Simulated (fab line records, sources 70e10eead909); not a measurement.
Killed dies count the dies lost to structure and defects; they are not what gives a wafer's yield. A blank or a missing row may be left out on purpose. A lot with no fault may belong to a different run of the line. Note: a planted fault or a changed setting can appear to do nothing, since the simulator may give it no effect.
fab line records :: flow nand-harc :: part 2 of 2: steps 17 to 23 of 23
record
  lots=5
  wafers=15
  last-day=33
route steps=1302 shown A_CHANNEL_HOLE_D2@581
lots untouched by any fault: they come from a run of this same line in which no faults occurred
start-h: hours from the record's opening day to when the first of the lot's shown wafers began :: wait-h: time in hours since the lot's previous step :: " identical to the entry in the row above :: L1.1+2: a single row standing in for several wafers :: - either no value or no given start :: * or withheld: withheld :: < > ~ a bound
route shown NAME@n: NAME is a module with steps in the file, n the number in the route of the first one :: usual: mean and standard deviation over wafers with no fault :: same: alike in all rows :: chamber/n: place in a boat :: sites: each site's reading :: _std_site: standard deviation across them :: _edge_site: outer sites' mean less inner sites' :: radius-mm: for every site, how far away it sits from the centre of the wafer :: mask NAME#n: copy n :: behind: the last tool/chamber to shape the wafer :: hold: why the lot was held/for how many hours/how that ended :: device: whichever transistor did not switch (one of n, p or np) :: end of line: the tests these same wafers got at the end of their route :: step lacking rows: just its recipe :: killed: dies that structure and defects cost at the first sort, which is not the same as the wafer's yield :: map: the dies of a wafer, with x for killed, . for not killed, _ for no die there
set.NAME: the setting that was run; set.NAME@STEP: the one run at that earlier step :: model.NAME: the simulator's own value behind a step, which no gauge read
lots at some steps of the route; a table a step, a row a wafer
services: the hour from which a tool's chamber was out of use, counted from the record's first day as start-h (under 0 if before that day), plus the number of hours and why
## steps
# step NHARC_A_CHANNEL_HOLE_D2_ETCH_25
# recipe
  bias-v=5000
  source-w=withheld
  pressure-mtorr=20
  time-s=1040.2
  ar-flow-sccm=375
  c4f8-flow-sccm=93.8
  o2-flow-sccm=31.2
  temp-c=-20
  target-depth-a=15000
  chemistry=C4F8/O2/Ar
# usual
  drypump-motor-current-A=5.27/0.2
  showerhead-plenum-p-Torr=3.68/0.15
  throttle-valve-pct=32.235/0.0092
lot.wafer: L080.2
tool: har-etch-01
chamber: 0
start-h: 348.75
wait-h: 0.6
drypump-motor-current-A: 5.45
rf-hours-counter-h: 178
showerhead-plenum-p-Torr: 3.58
throttle-valve-pct: 32.222

lot.wafer: L080.3
tool: har-etch-01
chamber: 0
start-h: 348.75
wait-h: 0.6
drypump-motor-current-A: 5.43
rf-hours-counter-h: -
showerhead-plenum-p-Torr: 3.58
throttle-valve-pct: 32.223

lot.wafer: L080.6
tool: har-etch-01
chamber: 1
start-h: 348.75
wait-h: 0.6
drypump-motor-current-A: 4.92
rf-hours-counter-h: -
showerhead-plenum-p-Torr: 3.68
throttle-valve-pct: 32.213

lot.wafer: L077.3
tool: har-etch-02
chamber: 1
start-h: 350.80
wait-h: 0.7
drypump-motor-current-A: 5.27
rf-hours-counter-h: -
showerhead-plenum-p-Torr: 3.52
throttle-valve-pct: 32.237

lot.wafer: L077.4
tool: har-etch-02
chamber: 0
start-h: 350.80
wait-h: 0.7
drypump-motor-current-A: 5.47
rf-hours-counter-h: -
showerhead-plenum-p-Torr: 3.59
throttle-valve-pct: 32.227

lot.wafer: L077.5
tool: har-etch-02
chamber: 1
start-h: 350.80
wait-h: 0.7
drypump-motor-current-A: 5.24
rf-hours-counter-h: -
showerhead-plenum-p-Torr: 3.52
throttle-valve-pct: 32.228

lot.wafer: L082.2
tool: har-etch-02
chamber: 0
start-h: 376.24
wait-h: 0.7
drypump-motor-current-A: 5.43
rf-hours-counter-h: 412
showerhead-plenum-p-Torr: 3.58
throttle-valve-pct: 32.230

lot.wafer: L082.3
tool: har-etch-02
chamber: 1
start-h: 376.24
wait-h: 0.7
drypump-motor-current-A: 5.28
rf-hours-counter-h: -
showerhead-plenum-p-Torr: 3.51
throttle-valve-pct: 32.246

lot.wafer: L082.6
tool: har-etch-02
chamber: 1
start-h: 376.24
wait-h: 0.7
drypump-motor-current-A: 5.22
rf-hours-counter-h: -
showerhead-plenum-p-Torr: 3.51
throttle-valve-pct: 32.225

lot.wafer: L095.2
tool: har-etch-02
chamber: 1
start-h: 507.46
wait-h: 0.7
drypump-motor-current-A: 5.26
rf-hours-counter-h: 64
showerhead-plenum-p-Torr: 3.89
throttle-valve-pct: 32.235

lot.wafer: L095.4
tool: har-etch-02
chamber: 0
start-h: 507.46
wait-h: 0.7
drypump-motor-current-A: 5.46
rf-hours-counter-h: -
showerhead-plenum-p-Torr: 3.89
throttle-valve-pct: 32.244

lot.wafer: L095.6
tool: har-etch-02
chamber: 1
start-h: 507.46
wait-h: 0.7
drypump-motor-current-A: 5.24
rf-hours-counter-h: -
showerhead-plenum-p-Torr: 3.89
throttle-valve-pct: 32.223

lot.wafer: L097.2
tool: har-etch-02
chamber: 1
start-h: 535.27
wait-h: 0.7
drypump-motor-current-A: 5.28
rf-hours-counter-h: 83
showerhead-plenum-p-Torr: 3.88
throttle-valve-pct: 32.231

lot.wafer: L097.5
tool: har-etch-02
chamber: 0
start-h: 535.27
wait-h: 0.7
drypump-motor-current-A: 5.44
rf-hours-counter-h: -
showerhead-plenum-p-Torr: 3.88
throttle-valve-pct: 32.229

lot.wafer: L097.6
tool: har-etch-02
chamber: 1
start-h: 535.27
wait-h: 0.7
drypump-motor-current-A: 5.28
rf-hours-counter-h: -
showerhead-plenum-p-Torr: 3.88
throttle-valve-pct: 32.238
# step NHARC_A_CHANNEL_HOLE_D2_ETCH_26
# recipe
  bias-v=300
  source-w=2000
  pressure-mtorr=30
  time-s=224.1
  ar-flow-sccm=375
  c4f8-flow-sccm=11.4
  o2-flow-sccm=113.6
  temp-c=-20
  target-depth-a=3000
  chemistry=C4F8/O2/Ar
# usual
  drypump-motor-current-A=5.27/0.2
  showerhead-plenum-p-Torr=3.73/0.16
  throttle-valve-pct=24.583/0.0094
lot.wafer: L080.2
tool: har-etch-01
chamber: 0
start-h: 349.63
wait-h: 0.7
drypump-motor-current-A: 5.40
rf-hours-counter-h: 179
showerhead-plenum-p-Torr: 3.63
throttle-valve-pct: 24.564

lot.wafer: L080.3
tool: har-etch-01
chamber: 0
start-h: 349.63
wait-h: 0.7
drypump-motor-current-A: 5.41
rf-hours-counter-h: -
showerhead-plenum-p-Torr: 3.63
throttle-valve-pct: 24.570

lot.wafer: L080.6
tool: har-etch-01
chamber: 1
start-h: 349.63
wait-h: 0.7
drypump-motor-current-A: 4.95
rf-hours-counter-h: -
showerhead-plenum-p-Torr: 3.73
throttle-valve-pct: 24.572

lot.wafer: L077.3
tool: har-etch-02
chamber: 1
start-h: 351.46
wait-h: 0.5
drypump-motor-current-A: 5.26
rf-hours-counter-h: -
showerhead-plenum-p-Torr: 3.56
throttle-valve-pct: 24.569

lot.wafer: L077.4
tool: har-etch-02
chamber: 0
start-h: 351.46
wait-h: 0.5
drypump-motor-current-A: 5.43
rf-hours-counter-h: -
showerhead-plenum-p-Torr: 3.63
throttle-valve-pct: 24.585

lot.wafer: L077.5
tool: har-etch-02
chamber: 1
start-h: 351.46
wait-h: 0.5
drypump-motor-current-A: 5.27
rf-hours-counter-h: -
showerhead-plenum-p-Torr: 3.56
throttle-valve-pct: 24.587

lot.wafer: L082.2
tool: har-etch-02
chamber: 0
start-h: 377.01
wait-h: 0.6
drypump-motor-current-A: 5.46
rf-hours-counter-h: 412
showerhead-plenum-p-Torr: 3.62
throttle-valve-pct: 24.580

lot.wafer: L082.3
tool: har-etch-02
chamber: 1
start-h: 377.01
wait-h: 0.6
drypump-motor-current-A: 5.25
rf-hours-counter-h: -
showerhead-plenum-p-Torr: 3.55
throttle-valve-pct: 24.578

lot.wafer: L082.6
tool: har-etch-02
chamber: 1
start-h: 377.01
wait-h: 0.6
drypump-motor-current-A: 5.30
rf-hours-counter-h: -
showerhead-plenum-p-Torr: 3.55
throttle-valve-pct: 24.594

lot.wafer: L095.2
tool: har-etch-02
chamber: 1
start-h: 508.22
wait-h: 0.6
drypump-motor-current-A: 5.28
rf-hours-counter-h: 64
showerhead-plenum-p-Torr: 3.95
throttle-valve-pct: 24.591

lot.wafer: L095.4
tool: har-etch-02
chamber: 0
start-h: 508.22
wait-h: 0.6
drypump-motor-current-A: 5.48
rf-hours-counter-h: -
showerhead-plenum-p-Torr: 3.95
throttle-valve-pct: 24.592

lot.wafer: L095.6
tool: har-etch-02
chamber: 1
start-h: 508.22
wait-h: 0.6
drypump-motor-current-A: 5.28
rf-hours-counter-h: -
showerhead-plenum-p-Torr: 3.95
throttle-valve-pct: 24.589

lot.wafer: L097.2
tool: har-etch-02
chamber: 1
start-h: 536.05
wait-h: 0.6
drypump-motor-current-A: 5.27
rf-hours-counter-h: 83
showerhead-plenum-p-Torr: 3.94
throttle-valve-pct: 24.569

lot.wafer: L097.5
tool: har-etch-02
chamber: 0
start-h: 536.05
wait-h: 0.6
drypump-motor-current-A: 5.42
rf-hours-counter-h: -
showerhead-plenum-p-Torr: 3.94
throttle-valve-pct: 24.595

lot.wafer: L097.6
tool: har-etch-02
chamber: 1
start-h: 536.05
wait-h: 0.6
drypump-motor-current-A: 5.25
rf-hours-counter-h: -
showerhead-plenum-p-Torr: 3.94
throttle-valve-pct: 24.595
# step NHARC_A_CHANNEL_HOLE_D2_ETCH_27
# recipe
  bias-v=400
  source-w=2000
  pressure-mtorr=25
  time-s=90
  ar-flow-sccm=375
  c4f8-flow-sccm=41.7
  o2-flow-sccm=83.3
  temp-c=-20
  target-depth-a=4000
  chemistry=C4F8/O2/Ar
# usual
  drypump-motor-current-A=5.27/0.2
  showerhead-plenum-p-Torr=3.72/0.15
  throttle-valve-pct=27.619/0.01
lot.wafer: L080.2
tool: har-etch-01
chamber: 0
start-h: 349.83
wait-h: 0.2
drypump-motor-current-A: 5.42
rf-hours-counter-h: 179
showerhead-plenum-p-Torr: 3.62
throttle-valve-pct: 27.621

lot.wafer: L080.3
tool: har-etch-01
chamber: 0
start-h: 349.83
wait-h: 0.2
drypump-motor-current-A: 5.40
rf-hours-counter-h: -
showerhead-plenum-p-Torr: 3.62
throttle-valve-pct: 27.619

lot.wafer: L080.6
tool: har-etch-01
chamber: 1
start-h: 349.83
wait-h: 0.2
drypump-motor-current-A: 4.96
rf-hours-counter-h: -
showerhead-plenum-p-Torr: 3.72
throttle-valve-pct: 27.605

lot.wafer: L077.3
tool: har-etch-02
chamber: 1
start-h: 351.65
wait-h: 0.2
drypump-motor-current-A: 5.26
rf-hours-counter-h: -
showerhead-plenum-p-Torr: 3.55
throttle-valve-pct: 27.628

lot.wafer: L077.4
tool: har-etch-02
chamber: 0
start-h: 351.65
wait-h: 0.2
drypump-motor-current-A: 5.45
rf-hours-counter-h: -
showerhead-plenum-p-Torr: 3.63
throttle-valve-pct: 27.638

lot.wafer: L077.5
tool: har-etch-02
chamber: 1
start-h: 351.65
wait-h: 0.2
drypump-motor-current-A: 5.30
rf-hours-counter-h: -
showerhead-plenum-p-Torr: 3.55
throttle-valve-pct: 27.626

lot.wafer: L082.2
tool: har-etch-02
chamber: 0
start-h: 377.21
wait-h: 0.2
drypump-motor-current-A: 5.44
rf-hours-counter-h: 413
showerhead-plenum-p-Torr: 3.62
throttle-valve-pct: 27.623

lot.wafer: L082.3
tool: har-etch-02
chamber: 1
start-h: 377.21
wait-h: 0.2
drypump-motor-current-A: 5.27
rf-hours-counter-h: -
showerhead-plenum-p-Torr: 3.54
throttle-valve-pct: 27.622

lot.wafer: L082.6
tool: har-etch-02
chamber: 1
start-h: 377.21
wait-h: 0.2
drypump-motor-current-A: 5.25
rf-hours-counter-h: -
showerhead-plenum-p-Torr: 3.54
throttle-valve-pct: 27.602

lot.wafer: L095.2
tool: har-etch-02
chamber: 1
start-h: 508.42
wait-h: 0.2
drypump-motor-current-A: 5.29
rf-hours-counter-h: 64
showerhead-plenum-p-Torr: 3.94
throttle-valve-pct: 27.613

lot.wafer: L095.4
tool: har-etch-02
chamber: 0
start-h: 508.42
wait-h: 0.2
drypump-motor-current-A: 5.46
rf-hours-counter-h: -
showerhead-plenum-p-Torr: 3.94
throttle-valve-pct: 27.639

lot.wafer: L095.6
tool: har-etch-02
chamber: 1
start-h: 508.42
wait-h: 0.2
drypump-motor-current-A: 5.29
rf-hours-counter-h: -
showerhead-plenum-p-Torr: 3.94
throttle-valve-pct: 27.630

lot.wafer: L097.2
tool: har-etch-02
chamber: 1
start-h: 536.25
wait-h: 0.2
drypump-motor-current-A: 5.28
rf-hours-counter-h: 83
showerhead-plenum-p-Torr: 3.93
throttle-valve-pct: 27.615

lot.wafer: L097.5
tool: har-etch-02
chamber: 0
start-h: 536.25
wait-h: 0.2
drypump-motor-current-A: 5.46
rf-hours-counter-h: -
showerhead-plenum-p-Torr: 3.93
throttle-valve-pct: 27.610

lot.wafer: L097.6
tool: har-etch-02
chamber: 1
start-h: 536.25
wait-h: 0.2
drypump-motor-current-A: 5.27
rf-hours-counter-h: -
showerhead-plenum-p-Torr: 3.93
throttle-valve-pct: 27.619
# step NHARC_A_CHANNEL_HOLE_D2_STRIP_41
# recipe
  n2-flow-sccm=150
  h2-flow-sccm=150
  ar-flow-sccm=0
  bias-w=0
  chemistry=N2/H2
lot.wafer: L080.3+2+6
tool: rie-diel-04
chamber: 3,1,2
start-h: 350.37
wait-h: 0.4

lot.wafer: L077.4+3+5
tool: rie-diel-05
chamber: 0,2,0
start-h: 352.12
wait-h: 0.4

lot.wafer: L082.2+3+6
tool: rie-diel-05
chamber: 2,1,2
start-h: 377.71
wait-h: 0.5

lot.wafer: L095.4+2+6
tool: rie-diel-03
chamber: 2,0,1
start-h: 508.92
wait-h: 0.4

lot.wafer: L097.2+5+6
tool: rie-diel-03
chamber: 1,0,1
start-h: 536.75
wait-h: 0.5
# step NHARC_A_CHANNEL_HOLE_D2_STRIP_42
# recipe
  cf4-flow-sccm=100
  chf3-flow-sccm=30
  ar-flow-sccm=0
  bias-w=0
  chemistry=CF4/CHF3
lot.wafer: L080.3+2+6
tool: rie-diel-04
chamber: 1,2,1
start-h: 350.46
wait-h: 0.1

lot.wafer: L077.3+4+5
tool: rie-diel-05
chamber: 3,0,3
start-h: 352.21
wait-h: 0.1

lot.wafer: L082.3+2+6
tool: rie-diel-05
chamber: 2,0,3
start-h: 377.80
wait-h: 0.1

lot.wafer: L095.2+4+6
tool: rie-diel-03
chamber: 2,1,2
start-h: 509.01
wait-h: 0.1

lot.wafer: L097.2+6+5
tool: rie-diel-03
chamber: 0,0,1
start-h: 536.83
wait-h: 0.1
# step NHARC_A_CHANNEL_HOLE_D2_STRIP_43
# recipe
  o2-flow-sccm=400
  cos-flow-sccm=20
  ar-flow-sccm=0
  bias-w=0
  chemistry=O2/COS
lot.wafer: L080.3+2+6
tool: rie-diel-04
chamber: 0,2,0
start-h: 350.52
wait-h: 0.1

lot.wafer: L077.3+4+5
tool: rie-diel-05
chamber: 0,2,0
start-h: 352.27
wait-h: 0.1

lot.wafer: L082.3+2+6
tool: rie-diel-05
chamber: 3,0,3
start-h: 377.86
wait-h: 0.1

lot.wafer: L095.2+4+6
tool: rie-diel-03
chamber: 1,3,0
start-h: 509.07
wait-h: 0.1

lot.wafer: L097.2+5+6
tool: rie-diel-03
chamber: 3,2,3
start-h: 536.90
wait-h: 0.1
# step NHARC_A_CHANNEL_HOLE_D2_ETCH_44
# recipe
  target-depth-a=1400
  overetch-a=140
  time-s=77
  ion-energy-ev=100
  cf4-flow-sccm=80
  o2-flow-sccm=20
  ar-flow-sccm=0
  rf-w=300
  bias-w=100
  chemistry=CF4/O2
# usual
  drypump-motor-current-A=5.7/0.42
  oes_o_777_au=1.000/0.0044
  oes-product-au=1.005/0.012
  rf-vpp-V=198.5/1.4
  showerhead-plenum-p-Torr=1.37/0.059
  throttle-valve-pct=13.397/0.0094
lot.wafer: L080.3
tool: rie-diel-04
chamber: 1
start-h: 350.58
wait-h: 0.1
drypump-motor-current-A: 4.7
oes_o_777_au: 1.004
oes-product-au: 0.990
rf-hours-counter-h: 11
rf-vpp-V: 196.7
showerhead-plenum-p-Torr: 1.43
throttle-valve-pct: 13.406

lot.wafer: L080.2
tool: rie-diel-04
chamber: 2
start-h: 350.58
wait-h: 0.1
drypump-motor-current-A: 5.8
oes_o_777_au: 1.004
oes-product-au: 1.004
rf-hours-counter-h: 11
rf-vpp-V: 200.7
showerhead-plenum-p-Torr: 1.41
throttle-valve-pct: 13.383

lot.wafer: L080.6
tool: rie-diel-04
chamber: 2
start-h: 350.58
wait-h: 0.1
drypump-motor-current-A: 5.8
oes_o_777_au: 1.002
oes-product-au: 1.006
rf-hours-counter-h: -
rf-vpp-V: 198.6
showerhead-plenum-p-Torr: 1.41
throttle-valve-pct: 13.410

lot.wafer: L077.3
tool: rie-diel-05
chamber: 2
start-h: 352.33
wait-h: 0.1
drypump-motor-current-A: 5.8
oes_o_777_au: 1.006
oes-product-au: 1.033
rf-hours-counter-h: 6
rf-vpp-V: 198.8
showerhead-plenum-p-Torr: 1.38
throttle-valve-pct: 13.397

lot.wafer: L077.4
tool: rie-diel-05
chamber: 3
start-h: 352.33
wait-h: 0.1
drypump-motor-current-A: 5.8
oes_o_777_au: 1.004
oes-product-au: 1.038
rf-hours-counter-h: 6
rf-vpp-V: 198.4
showerhead-plenum-p-Torr: 1.32
throttle-valve-pct: 13.402

lot.wafer: L077.5
tool: rie-diel-05
chamber: 3
start-h: 352.33
wait-h: 0.1
drypump-motor-current-A: 5.8
oes_o_777_au: 1.001
oes-product-au: 1.024
rf-hours-counter-h: -
rf-vpp-V: 196.6
showerhead-plenum-p-Torr: 1.32
throttle-valve-pct: 13.390

lot.wafer: L082.2
tool: rie-diel-05
chamber: 0
start-h: 377.92
wait-h: 0.1
drypump-motor-current-A: 6.0
oes_o_777_au: 0.995
oes-product-au: 1.000
rf-hours-counter-h: 7
rf-vpp-V: 196.5
showerhead-plenum-p-Torr: 1.25
throttle-valve-pct: 13.413

lot.wafer: L082.3
tool: rie-diel-05
chamber: 1
start-h: 377.92
wait-h: 0.1
drypump-motor-current-A: 6.0
oes_o_777_au: 1.002
oes-product-au: 1.017
rf-hours-counter-h: 7
rf-vpp-V: 198.4
showerhead-plenum-p-Torr: 1.35
throttle-valve-pct: 13.399

lot.wafer: L082.6
tool: rie-diel-05
chamber: 1
start-h: 377.92
wait-h: 0.1
drypump-motor-current-A: 6.0
oes_o_777_au: 1.002
oes-product-au: 1.014
rf-hours-counter-h: -
rf-vpp-V: 197.8
showerhead-plenum-p-Torr: 1.35
throttle-valve-pct: 13.401

lot.wafer: L095.4
tool: rie-diel-03
chamber: 1
start-h: 509.14
wait-h: 0.1
drypump-motor-current-A: 6.2
oes_o_777_au: 1.000
oes-product-au: 0.997
rf-hours-counter-h: 2
rf-vpp-V: 196.5
showerhead-plenum-p-Torr: 1.26
throttle-valve-pct: 13.391

lot.wafer: L095.2
tool: rie-diel-03
chamber: 2
start-h: 509.14
wait-h: 0.1
drypump-motor-current-A: 5.5
oes_o_777_au: 1.001
oes-product-au: 1.005
rf-hours-counter-h: 2
rf-vpp-V: 200.6
showerhead-plenum-p-Torr: 1.38
throttle-valve-pct: 13.381

lot.wafer: L095.6
tool: rie-diel-03
chamber: 0
start-h: 509.14
wait-h: 0.1
drypump-motor-current-A: 5.2
oes_o_777_au: 0.993
oes-product-au: 1.015
rf-hours-counter-h: -
rf-vpp-V: 199.6
showerhead-plenum-p-Torr: 1.41
throttle-valve-pct: 13.396

lot.wafer: L097.2
tool: rie-diel-03
chamber: 1
start-h: 536.98
wait-h: 0.1
drypump-motor-current-A: 6.2
oes_o_777_au: 0.994
oes-product-au: 1.001
rf-hours-counter-h: 5
rf-vpp-V: 195.8
showerhead-plenum-p-Torr: 1.26
throttle-valve-pct: 13.392

lot.wafer: L097.6
tool: rie-diel-03
chamber: 2
start-h: 536.98
wait-h: 0.1
drypump-motor-current-A: 5.5
oes_o_777_au: 0.997
oes-product-au: 1.009
rf-hours-counter-h: -
rf-vpp-V: 199.7
showerhead-plenum-p-Torr: 1.38
throttle-valve-pct: 13.395

lot.wafer: L097.5
tool: rie-diel-03
chamber: 3
start-h: 536.98
wait-h: 0.1
drypump-motor-current-A: 5.6
oes_o_777_au: 1.005
oes-product-au: 0.995
rf-hours-counter-h: -
rf-vpp-V: 200.2
showerhead-plenum-p-Torr: 1.42
throttle-valve-pct: 13.399
## services
tool: litho-track-01
chamber: -
start-h: 330.00
hours: 7.0
kind: pm

tool: rie-diel-05
chamber: 0
start-h: 336.60
hours: -
kind: clean

tool: rie-diel-05
chamber: 1
start-h: 336.60
hours: -
kind: clean

tool: rie-diel-03
chamber: 0
start-h: 342.98
hours: 6.5
kind: repair

tool: litho-track-06
chamber: -
start-h: 354.00
hours: 7.0
kind: pm

tool: rie-diel-04
chamber: -
start-h: 354.90
hours: 9.0
kind: pm

tool: har-etch-02
chamber: -
start-h: 377.36
hours: 17.0
kind: pm

tool: har-etch-02
chamber: 0
start-h: 377.36
hours: 17.0
kind: vent-cycle

tool: har-etch-02
chamber: 1
start-h: 377.36
hours: 17.0
kind: vent-cycle

tool: rie-diel-05
chamber: 2
start-h: 379.76
hours: 8.7
kind: repair

tool: har-etch-02
chamber: 0
start-h: 394.36
hours: -
kind: clean

tool: har-etch-02
chamber: 0
start-h: 394.36
hours: -
kind: consumable-replace:esc

tool: har-etch-02
chamber: 0
start-h: 394.36
hours: -
kind: consumable-replace:focus-ring

tool: har-etch-02
chamber: 0
start-h: 394.36
hours: -
kind: consumable-replace:showerhead

tool: har-etch-02
chamber: 1
start-h: 394.36
hours: -
kind: clean

tool: har-etch-02
chamber: 1
start-h: 394.36
hours: -
kind: consumable-replace:focus-ring

tool: har-etch-02
chamber: 1
start-h: 394.36
hours: -
kind: consumable-replace:showerhead

tool: rie-diel-05
chamber: -
start-h: 402.20
hours: 1.8
kind: repair

tool: rie-diel-05
chamber: -
start-h: 406.60
hours: 9.0
kind: pm

tool: rie-diel-05
chamber: 2
start-h: 433.75
hours: 3.5
kind: repair

tool: rie-diel-03
chamber: -
start-h: 458.30
hours: 9.0
kind: pm

tool: litho-track-01
chamber: -
start-h: 505.00
hours: 7.0
kind: pm

tool: litho-track-06
chamber: -
start-h: 529.00
hours: 7.0
kind: pm

tool: rie-diel-04
chamber: -
start-h: 531.90
hours: 9.0
kind: pm
